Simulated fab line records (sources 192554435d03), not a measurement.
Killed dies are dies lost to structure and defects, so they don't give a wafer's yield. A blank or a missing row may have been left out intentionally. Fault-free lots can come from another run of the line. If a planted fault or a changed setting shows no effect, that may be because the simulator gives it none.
Which tool was responsible? | flow n5Finfet | 24 lots, 72 wafers sampled, at 6 steps of a route of 1938

## WHAT THE GAUGES SHOWED, per wafer
N5_FIN_CUT_INSPECT_17: inspects for defects (brightfield).
lot  | measured    | on               | rawDefectCount
L074 | day 2 04:28 | defectInspect-01 | 222 197 223
L075 | day 2 10:05 | defectInspect-02 | 219 275 237
L076 | day 2 15:32 | defectInspect-02 | 237 267 306
L077 | day 2 22:08 | defectInspect-01 | 311 236 218
L078 | day 3 03:46 | defectInspect-02 | 191 237 185
L079 | day 3 09:39 | defectInspect-01 | 188 231 180
L080 | day 3 16:54 | defectInspect-02 | 184 310 293
L081 | day 4 02:02 | defectInspect-01 | 248 182 228
L082 | day 4 08:26 | defectInspect-02 | 257 226 241
L083 | day 4 11:25 | defectInspect-01 | 274 124 175
L084 | day 4 17:26 | defectInspect-02 | 400 360 294
L085 | day 5 00:28 | defectInspect-01 | 336 188 131
L086 | day 5 05:41 | defectInspect-01 | 220 140 238
L087 | day 5 09:44 | defectInspect-02 | 225 269 333
L088 | day 5 16:10 | defectInspect-01 | 183 140 208
L089 | day 5 23:14 | defectInspect-02 | 299 236 264
L090 | day 6 05:16 | defectInspect-02 | 144 203 164
L091 | day 6 10:34 | defectInspect-02 | 353 207 259
L092 | day 6 17:05 | defectInspect-02 | 259 118 284
L093 | day 6 22:37 | defectInspect-02 | 196 236 201
L094 | day 7 06:01 | defectInspect-01 | 208 202 318
L095 | day 7 10:02 | defectInspect-02 | 164 137 209
L096 | day 7 16:35 | defectInspect-02 | 257 193 204
L097 | day 7 21:34 | defectInspect-01 | 238 219 205

N5_STI_FIN_REVEAL_THK_MEAS_05.
lot  | measured    | on           | thkNm (nm)
L074 | day 2 10:04 | filmMetro-02 | 132.2 129.1 130.0
L075 | day 2 16:18 | filmMetro-02 | 130.2 130.4 128.3
L076 | day 2 21:33 | filmMetro-01 | 133.1 130.8 132.0
L077 | day 3 03:33 | filmMetro-02 | 134.4 135.0 133.3
L078 | day 3 09:11 | filmMetro-02 | 128.3 130.1 128.4
L079 | day 3 15:04 | filmMetro-01 | 131.3 130.8 133.3
L080 | day 3 23:27 | filmMetro-02 | 131.1 131.6 131.3
L081 | day 4 07:44 | filmMetro-01 | 130.7 131.1 132.0
L082 | day 4 13:52 | filmMetro-01 | 132.5 134.0 134.2
L083 | day 4 17:06 | filmMetro-01 | 129.6 132.4 132.1
L084 | day 4 22:51 | filmMetro-01 | 132.7 132.7 132.5
L085 | day 5 05:53 | filmMetro-01 | 134.0 132.9 131.9
L086 | day 5 11:17 | filmMetro-02 | 133.3 135.6 131.2
L087 | day 5 15:59 | filmMetro-02 | 133.2 131.2 131.6
L088 | day 5 21:34 | filmMetro-02 | 131.4 134.4 133.9
L089 | day 6 04:40 | filmMetro-02 | 132.6 133.7 132.1
L090 | day 6 10:43 | filmMetro-02 | 131.8 131.8 130.8
L091 | day 6 15:59 | filmMetro-01 | 132.6 131.6 134.3
L092 | day 6 23:26 | filmMetro-01 | 131.5 131.5 134.6
L093 | day 7 04:15 | filmMetro-01 | 133.2 130.3 132.0
L094 | day 7 11:38 | filmMetro-02 | 131.3 132.8 129.7
L095 | day 7 16:29 | filmMetro-01 | 130.2 131.9 130.8
L096 | day 7 22:00 | filmMetro-01 | 129.6 128.3 132.2
L097 | day 8 03:42 | filmMetro-02 | 133.1 132.2 133.1

## TOOL THAT RAN EACH LOT (tool first, then ch and the chambers of the sampled wafers, then the start)
lot  | N5_FIN_SAQP_ETCH_67              | N5_FIN_SAQP_HM_CD_35  | N5_FIN_CUT_STRIP_24              | N5_STI_FIN_REVEAL_ALD_14
L074 | rieDiel-05 ch 1,2, day 2 01:40   | cdSem-02, day 2 02:49 | rieDiel-03 ch 2,3, day 2 03:58   | aldSin-01 ch 0,1, day 2 04:43
L075 | rieDiel-01 ch 0,2,3, day 2 06:56 | cdSem-03, day 2 08:23 | rieDiel-03 ch 0,2,3, day 2 09:35 | aldSin-03 ch 1,3, day 2 10:10
L076 | rieDiel-06 ch 0,2, day 2 12:41   | cdSem-01, day 2 13:45 | rieDiel-03 ch 2,3, day 2 15:02   | aldSin-01 ch 0,3, day 2 15:37
L077 | rieDiel-06 ch 1,2,3, day 2 18:41 | cdSem-02, day 2 20:07 | rieDiel-02 ch 0,1,2, day 2 21:34 | aldSin-02 ch 1,2, day 2 22:13
L078 | rieDiel-01 ch 0,2,3, day 3 00:11 | cdSem-02, day 3 01:49 | rieDiel-02 ch 0,2, day 3 03:15   | aldSin-02 ch 1,2,3, day 3 03:52
L079 | rieDiel-06 ch 0,2,3, day 3 06:29 | cdSem-01, day 3 07:52 | rieDiel-04 ch 0,1,2, day 3 09:09 | aldSin-03 ch 0,3, day 3 09:44
L080 | rieDiel-01 ch 0,2, day 3 12:12   | cdSem-02, day 3 14:02 | rieDiel-04 ch 0,3, day 3 16:24   | aldSin-01 ch 2,3, day 3 18:07
L081 | rieDiel-05 ch 0,1,2, day 3 23:01 | cdSem-01, day 4 00:03 | rieDiel-04 ch 0,3, day 4 01:20   | aldSin-01 ch 1,3, day 4 02:25
L082 | rieDiel-05 ch 0,2, day 4 05:05   | cdSem-02, day 4 06:32 | rieDiel-02 ch 0,2,3, day 4 07:56 | aldSin-02 ch 0,1,3, day 4 08:31
L083 | rieDiel-06 ch 0,2,3, day 4 08:19 | cdSem-03, day 4 09:37 | rieDiel-04 ch 0,1,2, day 4 10:55 | aldSin-01 ch 0,2,3, day 4 11:46
L084 | rieDiel-01 ch 1,3, day 4 14:02   | cdSem-03, day 4 15:32 | rieDiel-02 ch 1,2, day 4 16:49   | aldSin-02 ch 0,1,2, day 4 17:31
L085 | rieDiel-06 ch 0,2,3, day 4 19:59 | cdSem-02, day 4 22:41 | rieDiel-04 ch 0,3, day 4 23:58   | aldSin-03 ch 2,3, day 5 00:34
L086 | rieDiel-01 ch 0,2, day 5 02:41   | cdSem-01, day 5 03:48 | rieDiel-02 ch 0,3, day 5 05:11   | aldSin-03 ch 1,2,3, day 5 05:57
L087 | rieDiel-05 ch 0,2, day 5 07:01   | cdSem-03, day 5 08:04 | rieDiel-02 ch 1,2,3, day 5 09:14 | aldSin-02 ch 0,1,2, day 5 10:38
L088 | rieDiel-01 ch 1,2,3, day 5 12:41 | cdSem-02, day 5 14:23 | rieDiel-04 ch 0,1,2, day 5 15:40 | aldSin-03 ch 0,1,2, day 5 16:14
L089 | rieDiel-01 ch 2,3, day 5 19:59   | cdSem-03, day 5 21:06 | rieDiel-03 ch 0,1,3, day 5 22:34 | aldSin-02 ch 0,2,3, day 5 23:19
L090 | rieDiel-05 ch 0,2,3, day 6 02:05 | cdSem-03, day 6 03:34 | rieDiel-02 ch 1,2, day 6 04:43   | aldSin-01 ch 0,1,3, day 6 05:22
L091 | rieDiel-01 ch 1,2,3, day 6 07:35 | cdSem-01, day 6 08:37 | rieDiel-04 ch 2,3, day 6 09:55   | aldSin-03 ch 0,2, day 6 10:40
L092 | rieDiel-05 ch 0,2, day 6 13:35   | cdSem-03, day 6 14:44 | rieDiel-04 ch 0,3, day 6 16:23   | aldSin-01 ch 1,2,3, day 6 18:06
L093 | rieDiel-01 ch 1,2, day 6 19:52   | cdSem-02, day 6 20:55 | rieDiel-02 ch 0,1,3, day 6 22:07 | aldSin-03 ch 0,3, day 6 22:54
L094 | rieDiel-01 ch 0,1,3, day 7 02:52 | cdSem-01, day 7 03:54 | rieDiel-02 ch 0,1,2, day 7 05:11 | aldSin-03 ch 0,2,3, day 7 06:11
L095 | rieDiel-06 ch 1,2,3, day 7 07:16 | cdSem-01, day 7 08:18 | rieDiel-03 ch 2,3, day 7 09:28   | aldSin-03 ch 0,1, day 7 11:01
L096 | rieDiel-06 ch 0,1,2, day 7 13:39 | cdSem-01, day 7 14:55 | rieDiel-04 ch 0,1,2, day 7 16:05 | aldSin-02 ch 1,2, day 7 16:40
L097 | rieDiel-05 ch 0,2,3, day 7 18:51 | cdSem-01, day 7 19:53 | rieDiel-03 ch 0,2,3, day 7 21:03 | aldSin-01 ch 0,1,2, day 7 22:22
- N5_FIN_SAQP_ETCH_67: etches SiNx in CH3F/O2, target depth 30 nm.
- N5_FIN_SAQP_HM_CD_35: target cd 8 nm.
- N5_FIN_CUT_STRIP_24: strips in CF4.
- N5_STI_FIN_REVEAL_ALD_14: deposits Si3N4, target thk 3 nm.

## AS READ BY THE TOOLS THEMSELVES (means over the sampled wafers that have a number; for cases with no such wafer, the mark the record gives instead)
N5_FIN_SAQP_ETCH_67.
lot  | tool       | CH3F_flow_sccm (sccm) | drypumpMotorCurrentA (A) | oes_ar_750_au (a.u.) | oesProductAu (a.u.) | rfVppV (V) | showerheadPlenumPTorr (Torr) | throttleValvePct (%)
L074 | rieDiel-05 | 30.12                 | 5.2                      | 0.86                 | 0.88                | 310        | 2.12                         | 16.08
L075 | rieDiel-01 | 29.92                 | 5.7                      | 0.80                 | 0.79                | 292        | 2.06                         | 16.12
L076 | rieDiel-06 | 30.01                 | 5.7                      | 0.90                 | 0.90                | 297        | 1.96                         | 16.29
L077 | rieDiel-06 | 29.90                 | 5.6                      | 0.81                 | 0.80                | 294        | 2.01                         | 16.36
L078 | rieDiel-01 | 30.05                 | 5.7                      | 0.78                 | 0.79                | 292        | 2.06                         | 16.14
L079 | rieDiel-06 | 29.94                 | 5.6                      | 0.84                 | 0.84                | 296        | 2.00                         | 16.31
L080 | rieDiel-01 | 29.97                 | 5.2                      | 0.79                 | 0.79                | 292        | 2.06                         | 16.27
L081 | rieDiel-05 | 30.02                 | 5.3                      | 0.78                 | 0.79                | 305        | 2.06                         | 16.26
L082 | rieDiel-05 | 30.01                 | 5.3                      | 0.72                 | 0.73                | 298        | 2.02                         | 16.41
L083 | rieDiel-06 | 30.00                 | 5.6                      | 0.83                 | 0.83                | 295        | 1.99                         | 16.33
L084 | rieDiel-01 | 29.94                 | 6.4                      | 0.73                 | 0.72                | 290        | 2.03                         | 16.25
L085 | rieDiel-06 | 29.97                 | 5.7                      | 0.83                 | 0.82                | 295        | 1.99                         | 16.34
L086 | rieDiel-01 | 30.04                 | 5.3                      | 0.82                 | 0.84                | 291        | 2.04                         | 16.16
L087 | rieDiel-05 | 29.92                 | 5.3                      | 0.71                 | 0.72                | 299        | 2.02                         | 16.43
L088 | rieDiel-01 | 30.03                 | 6.0                      | 0.77                 | 0.77                | 291        | 2.02                         | 16.26
L089 | rieDiel-01 | 30.01                 | 5.7                      | 0.80                 | 0.81                | 292        | 2.05                         | 16.05
L090 | rieDiel-05 | 29.97                 | 5.2                      | 0.77                 | 0.78                | 307        | 2.01                         | 16.34
L091 | rieDiel-01 | 30.01                 | 6.0                      | 0.76                 | 0.76                | 291        | 2.01                         | 16.26
L092 | rieDiel-05 | 30.04                 | 5.2                      | 0.72                 | 0.72                | 303        | 2.05                         | 16.42
L093 | rieDiel-01 | 30.03                 | 5.5                      | 0.81                 | 0.81                | 291        | 2.00                         | 16.26
L094 | rieDiel-01 | 30.02                 | 5.9                      | 0.72                 | 0.71                | 290        | 2.02                         | 16.40
L095 | rieDiel-06 | 30.06                 | 5.6                      | 0.87                 | 0.88                | 294        | 2.00                         | 16.25
L096 | rieDiel-06 | 30.00                 | 5.6                      | 0.88                 | 0.88                | 294        | 1.95                         | 16.29
L097 | rieDiel-05 | 30.05                 | 5.2                      | 0.75                 | 0.77                | 307        | 2.00                         | 16.36

N5_FIN_SAQP_HM_CD_35.
lot  | tool     | cdNm (nm)
L074 | cdSem-02 | 8.32
L075 | cdSem-03 | 8.12
L076 | cdSem-01 | 7.99
L077 | cdSem-02 | 8.09
L078 | cdSem-02 | 8.06
L079 | cdSem-01 | 8.10
L080 | cdSem-02 | 8.47
L081 | cdSem-01 | 8.28
L082 | cdSem-02 | 7.94
L083 | cdSem-03 | 8.10
L084 | cdSem-03 | 8.05
L085 | cdSem-02 | 8.23
L086 | cdSem-01 | 8.22
L087 | cdSem-03 | 8.13
L088 | cdSem-02 | 8.06
L089 | cdSem-03 | 8.02
L090 | cdSem-03 | 8.29
L091 | cdSem-01 | 8.20
L092 | cdSem-03 | 8.16
L093 | cdSem-02 | 8.07
L094 | cdSem-01 | 8.18
L095 | cdSem-01 | 7.97
L096 | cdSem-01 | 8.23
L097 | cdSem-01 | 8.13

N5_FIN_CUT_STRIP_24.
lot  | tool       | drypumpMotorCurrentA (A) | oesProductAu (a.u.) | rfVppV (V) | showerheadPlenumPTorr (Torr) | throttleValvePct (%)
L074 | rieDiel-03 | 5.9                      | 0.84                | 271.5      | 1.83                         | 13.59
L075 | rieDiel-03 | 5.7                      | 0.79                | 271.7      | 1.80                         | 13.54
L076 | rieDiel-03 | 5.9                      | 0.83                | 271.5      | 1.83                         | 13.60
L077 | rieDiel-02 | 5.8                      | 0.78                | 271.9      | 1.80                         | 13.39
L078 | rieDiel-02 | 5.4                      | 0.79                | 271.8      | 1.83                         | 13.32
L079 | rieDiel-04 | 5.8                      | 0.77                | 273.1      | 1.85                         | 13.68
L080 | rieDiel-04 | 5.5                      | 0.72                | 273.0      | 1.87                         | 13.73
L081 | rieDiel-04 | 5.7                      | 0.73                | 272.6      | 1.87                         | 13.83
L082 | rieDiel-02 | 5.3                      | 0.76                | 271.1      | 1.79                         | 13.50
L083 | rieDiel-04 | 5.8                      | 0.77                | 272.7      | 1.85                         | 13.71
L084 | rieDiel-02 | 5.8                      | 0.75                | 272.9      | 1.84                         | 13.43
L085 | rieDiel-04 | 5.5                      | 0.72                | 273.2      | 1.87                         | 13.76
L086 | rieDiel-02 | 5.2                      | 0.74                | 270.8      | 1.77                         | 13.68
L087 | rieDiel-02 | 5.7                      | 0.73                | 272.4      | 1.81                         | 13.62
L088 | rieDiel-04 | 5.8                      | 0.75                | 271.7      | 1.85                         | 13.73
L089 | rieDiel-03 | 5.5                      | 0.72                | 271.2      | 1.78                         | 13.80
L090 | rieDiel-02 | 6.1                      | 0.74                | 271.2      | 1.81                         | 13.53
L091 | rieDiel-04 | 5.5                      | 0.79                | 272.0      | 1.87                         | 13.47
L092 | rieDiel-04 | 5.5                      | 0.71                | 272.7      | 1.87                         | 13.78
L093 | rieDiel-02 | 5.7                      | 0.74                | 270.7      | 1.76                         | 13.62
L094 | rieDiel-02 | 5.8                      | 0.76                | 270.6      | 1.79                         | 13.45
L095 | rieDiel-03 | 5.9                      | 0.80                | 271.6      | 1.82                         | 13.66
L096 | rieDiel-04 | 5.8                      | 0.74                | 272.5      | 1.84                         | 13.76
L097 | rieDiel-03 | 5.7                      | 0.85                | 271.2      | 1.80                         | 13.41

N5_STI_FIN_REVEAL_ALD_14.
lot  | tool      | heaterPowerW (W)
L074 | aldSin-01 | 830
L075 | aldSin-03 | 849
L076 | aldSin-01 | 800
L077 | aldSin-02 | 896
L078 | aldSin-02 | 909
L079 | aldSin-03 | 867
L080 | aldSin-01 | 823
L081 | aldSin-01 | 909
L082 | aldSin-02 | 956
L083 | aldSin-01 | 811
L084 | aldSin-02 | 935
L085 | aldSin-03 | 794
L086 | aldSin-03 | 828
L087 | aldSin-02 | 945
L088 | aldSin-03 | 884
L089 | aldSin-02 | 984
L090 | aldSin-01 | 870
L091 | aldSin-03 | 902
L092 | aldSin-01 | 873
L093 | aldSin-03 | 812
L094 | aldSin-03 | 852
L095 | aldSin-03 | 896
L096 | aldSin-02 | 871
L097 | aldSin-01 | 834

## THE ANSWER, worked out from the rows above alone
Rule: what is usual is taken from the lots themselves. The widest of any qualifying gaps counts: lots, ordered by their means at a reading, are off when they make up no more than a third of the lots, leave a main group of 4 or more, and stand apart from it by 3 or more times the standard deviation of that group's means. If all means in a main group match to the digits the tables above print for the reading, that group is not used. Also off: a lot with no number at a reading for which 4 or more lots have one. Where the step has rows for the other lots, those lots are counted as sound. Order of review: gauges by route order, followed by the tools' own readings, for which a lot's mean as printed above is used. The first step at which some lot is off is used, and at that step the reading that is off furthest; a lot without a number counts as furthest.
Across all readings shown, no lot is off: no conclusion can be drawn from this.

## WHAT THE SIMULATOR HAD INSERTED
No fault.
